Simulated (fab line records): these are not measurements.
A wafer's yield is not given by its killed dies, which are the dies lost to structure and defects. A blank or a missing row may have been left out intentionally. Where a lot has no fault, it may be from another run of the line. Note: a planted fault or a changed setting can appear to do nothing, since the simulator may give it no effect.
Chamber matching | flow n5-finfet | N5_BEOL_M6_ETCH_61 on rie-diel-01 has 4 sister chambers
The step etches SiARC in CF4, target depth 45.5 nm, time 75.8 s. 7 wafers are shown with their chamber, then 8 later ones without.

WAFERS PAIRED WITH THEIR CHAMBERS
wafer  | chamber | drypump-motor-current-A (A) | throttle-valve-pct (%)
L080.5 | 1       | 6.6                         | 15.01
L084.4 | 3       | 5.7                         | 15.65
L084.6 | 2       | 5.7                         | 16.02
L085.1 | 0       | 6.2                         | 15.66
L085.2 | 3       | 5.7                         | 15.66
L085.3 | 2       | 5.7                         | 16.03
L092.1 | 0       | 6.3                         | 15.71

WAFERS MISSING THEIR CHAMBER
wafer  | drypump-motor-current-A (A) | throttle-valve-pct (%)
L092.2 | 5.7                         | 16.06
L092.3 | 5.7                         | 15.68
L096.3 | 6.3                         | 15.71
L096.5 | 5.7                         | 16.08
L096.6 | 6.5                         | 15.06
L097.2 | 5.7                         | 15.72
L097.3 | 5.7                         | 16.08
L097.5 | 6.5                         | 15.07

WHICH CHAMBER EACH WENT THROUGH
wafer  | from the rows above | in truth
L092.2 | 2                   | 2
L092.3 | 3                   | 3
L096.3 | 0                   | 0
L096.5 | 2                   | 2
L096.6 | 1                   | 1
L097.2 | 3                   | 3
L097.3 | 2                   | 2
L097.5 | 1                   | 1
8 of 8 placed correctly. Can't be placed from these rows: 0. Wrongly placed: 0.
How it was worked out, from the rows above alone: a wafer's distance from a chamber is the root of the sum, over the readings, of the square of ((its reading less the chamber's mean) divided by the reading's scatter). If the next closest chamber is less than 2 further off than the closest, the wafer can't be placed; otherwise it belongs to the closest. Each chamber's mean is taken over the wafers shown for it. How the scatter is found: for the shown wafers, subtract from each reading the mean of its chamber, square and add these, divide the total by (wafers less chambers), then take the root.
